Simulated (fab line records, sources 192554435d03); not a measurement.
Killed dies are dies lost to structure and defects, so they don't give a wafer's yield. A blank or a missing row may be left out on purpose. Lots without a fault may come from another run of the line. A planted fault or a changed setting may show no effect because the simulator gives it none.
Chamber matching | flow n5_finfet | N5_ILD0_CMP_03 on cmp-04: 4 sister chambers
The step polishes, stops on SiNx, t overpolish 1.9 s, target thk 197.38 nm. 16 wafers are shown with their chamber, then 8 later ones without.

WAFERS WITH THEIR CHAMBER
wafer  | chamber | motor_current_A (A) | head_pressure_psi (psi) | slurry_filter_dp_kPa (kPa)
L470.1 | 3       | 12.0                | 4.145                   | 13.37
L470.4 | 2       | 11.2                | 4.149                   | 13.47
L470.6 | 0       | 9.9                 | 4.152                   | 13.63
L471.1 | 0       | 9.9                 | 4.149                   | 13.46
L471.4 | 3       | 12.6                | 4.154                   | 13.40
L471.5 | 2       | 11.1                | 4.152                   | 13.54
L472.2 | 0       | 10.3                | 4.149                   | 13.47
L472.3 | 1       | 13.2                | 4.168                   | 13.88
L472.5 | 2       | 10.7                | 4.146                   | 13.41
L473.1 | 1       | 13.7                | 4.158                   | 13.41
L473.4 | 2       | 11.0                | 4.143                   | 13.45
L473.5 | 1       | 13.3                | 4.157                   | 13.60
L474.1 | 2       | 10.8                | 4.152                   | 13.37
L474.4 | 1       | 14.3                | 4.153                   | 13.35
L474.6 | 1       | 13.7                | 4.153                   | 13.77
L484.1 | 0       | 9.9                 | 4.158                   | 13.18

SIGNATURES (means of the wafers above)
reading              | chamber 0 | chamber 1 | chamber 2 | chamber 3 | scatter within a chamber
motor_current_A      | 10.000    | 13.640    | 10.960    | 12.300    | 0.319
head_pressure_psi    | 4.15200   | 4.15780   | 4.14840   | 4.14950   | 0.00505
slurry_filter_dp_kPa | 13.4350   | 13.6020   | 13.4480   | 13.3850   | 0.165
Rule: a wafer's distance from a chamber is the root of the sum, over the readings, of the square of ((its reading less the chamber's mean) divided by the reading's scatter). The wafer belongs to the nearest chamber; if the next one is less than 2 further off, it can't be placed. The scatter: the root of (the sum of the squares of (reading less its chamber's mean) over the shown wafers, divided by (wafers less chambers)).

WAFERS WITHOUT THEIR CHAMBER
wafer  | motor_current_A (A) | head_pressure_psi (psi) | slurry_filter_dp_kPa (kPa)
L484.4 | 11.3                | 4.128                   | 13.67
L484.6 | 12.8                | 4.159                   | 13.68
L487.2 | 13.7                | 4.134                   | 13.47
L487.3 | 12.0                | 4.148                   | 13.62
L487.4 | 11.1                | 4.159                   | 13.63
L491.1 | 13.9                | 4.157                   | 13.66
L491.3 | 9.7                 | 4.141                   | 13.35
L491.6 | 12.5                | 4.155                   | 13.80

WHICH CHAMBER EACH WENT THROUGH
wafer  | from the rows above     | in truth
L484.4 | can't be placed: 2 or 3 | 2
L484.6 | can't be placed: 1 or 3 | 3
L487.2 | can't be placed: 1 or 3 | 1
L487.3 | can't be placed: 3 or 2 | 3
L487.4 | can't be placed: 2 or 0 | 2
L491.1 | 1                       | 1
L491.3 | can't be placed: 0 or 2 | 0
L491.6 | can't be placed: 3 or 1 | 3
Placed correctly: 1 of 8. Can't be placed from these rows: 7 (the true chamber is among the candidates in 7). Placed wrongly: 0.
